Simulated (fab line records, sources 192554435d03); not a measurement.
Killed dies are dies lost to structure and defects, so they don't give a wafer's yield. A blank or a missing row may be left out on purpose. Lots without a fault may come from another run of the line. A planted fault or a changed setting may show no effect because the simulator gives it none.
A struck lot beside a sound one | flow n5_finfet | 37 steps out of a route of 1938
Sound: wafers L320.1, L320.4, L320.5. Struck: wafers L330.3, L330.5, L330.6. The cause comes at the end.
At each step with rows: each side's tool, then ch and its chambers, then its first start. Under that, the readings that differ: sound wafers | struck wafers | difference of the means | sigmas: that difference in standard deviations of wafers without a fault.
alike: readings whose means differ by less than 2 such deviations, and words and numbers that are the same on both sides. not compared: withheld readings, readings that some wafer has no value for, bounds like >300 that may hide the same value, and numbers for which the record gives no deviation and whose values overlap.
The two part at a step that has a row with sigmas, a row that says differs or no value, or rows on one side only. Numbers that don't overlap but have no deviation are shown without sigmas and don't part them. A reading that every wafer of one side lacks parts them only if that side has two wafers or more.

first, 12 steps without rows for these wafers: N5_GATE_CUT_STRIP_42 (strips in O2); N5_GATE_CUT_ETCH_19 (etches SiNx in CH3F/O2, target depth 53.7 nm, time 76.7 s); N5_GATE_CUT_CUT_ETCH_53 (etches W in SF6/Cl2, target depth 79.2 nm); N5_GATE_CUT_CUT_ETCH_54 (etches TiN in Cl2/BCl3, target depth 96.7 nm); N5_GATE_CUT_CUT_ETCH_55 (etches HfO2 in BCl3, target depth 3.2 nm); N5_GATE_CUT_ETCH_47 (etches SiO2 in Cl2/BCl3, target depth 10 nm); N5_GATE_CUT_VAPOR_ETCH_48 (etches TiN in BCl3/Cl2); N5_GATE_CUT_VAPOR_ETCH_49 (etches TiAlC in BCl3/Cl2); N5_GATE_CUT_VAPOR_ETCH_51 (etches HfO2 in BCl3/Cl2); N5_GATE_CUT_STRIP_21 (strips in N2/H2, time 30 s); N5_GATE_CUT_STRIP_29 (strips in post etch residue remover, time 60 s); N5_GATE_CUT_SRD_52 (time 30 s).
N5_GATE_CUT_ALD_22: deposits SiNx, target thk 16 nm, pulse time 1 s, ald cycles 320.
  sound on ald_sin-04 ch 0,1,3, day 6 16:47; struck on ald_sin-04 ch 1,2, day 9 02:23
  alike: chamber_pressure_Torr, heater_power_w, precursor_pulse_height_rel
then, 23 steps without rows for these wafers: N5_GATE_CUT_CMP_23 (polishes, stops on SiO2, t overpolish 23.4 s, target thk 16 nm); N5_GATE_CUT_CMP_43 (polishes SiO2); N5_GATE_CUT_CMP_61 (polishes, stops on SiNx, t overpolish 3 s); N5_MOL_CONTACT_COAG_COAT_103 (time 60 s, resist thk 80 nm); N5_MOL_CONTACT_COAG_COAT_104 (time 60 s, resist thk 12 nm); N5_MOL_CONTACT_COAG_COAT_58 (time 60 s, resist thk 10 nm); N5_MOL_CONTACT_COAG_COAT_02 (resist thk 30 nm); N5_MOL_CONTACT_COAG_EBR_04; N5_MOL_CONTACT_COAG_SOFTBAKE_03 (time 60 s); N5_MOL_CONTACT_COAG_EXPOSE_05 (exposes mask CA, defocus 0 nm); N5_MOL_CONTACT_COAG_PEB_06 (peb time 60 s); N5_MOL_CONTACT_COAG_DEVELOP_07 (develop time 30 s); N5_MOL_CONTACT_COAG_DESCUM_13 (chemistry O2, time 7 s); N5_MOL_CONTACT_COAG_ETCH_59 (etches underlayer in N2/H2, target depth 13 nm, time 10.4 s); N5_MOL_CONTACT_COAG_ETCH_105 (etches SiARC in CF4, target depth 15.6 nm, time 26 s); N5_MOL_CONTACT_COAG_ETCH_106 (etches SOC in N2/H2, target depth 80 nm, overetch 16 nm, time 120 s); N5_MOL_CONTACT_COAG_STRIP_107 (strips in N2/H2); N5_MOL_CONTACT_COAG_STRIP_108 (strips in N2/H2); N5_MOL_CONTACT_COAG_CONTACT_ETCH_14 (etches SiO2 in C4F6/O2, target depth 27.5 nm, overetch 8.5 nm, time 20 s); N5_MOL_CONTACT_COAG_STRIP_109 (strips in C4F6/O2); N5_MOL_CONTACT_COAG_ETCH_15 (etches SiNx in CH3F/O2, stops on Si:P, target depth 7 nm); N5_MOL_CONTACT_COAG_ETCH_110 (etches Si in CF4/O2, target depth 2.5 nm, time 8 s); N5_MOL_CONTACT_COAG_STRIP_98 (strips in N2/H2).
-- the record jumps here: 8 days lie between the struck wafers' starts before and after (it left off in module MOL_CONTACT_COAG and takes up again in module PASSIVATION, whose first step shown is number 1936 of the route) --
N5_PASSIVATION_PROBE_49:
  sound on prober-02, day 13 21:44; struck on prober-01, day 16 18:20
  reading             | sound      | struck      | difference | sigmas
  killed_at_M4_up     | 6 9 10     | 24 15 22    | +12        | +2
  killed_at_front_end | 35 32 44   | 361 352 359 | +320       | +27
  killed_dies         | 100 77 114 | 428 434 427 | +333       | +21
  killed_on_rim       | 19 11 6    | 152 151 151 | +139       | +35
  alike: killed_at_M0_to_M3, killed_at_contacts, killed_at_other, killed_open, killed_short

WHERE THEY PART
Only at N5_PASSIVATION_PROBE_49, within this record.

WHY: what the simulator had put in
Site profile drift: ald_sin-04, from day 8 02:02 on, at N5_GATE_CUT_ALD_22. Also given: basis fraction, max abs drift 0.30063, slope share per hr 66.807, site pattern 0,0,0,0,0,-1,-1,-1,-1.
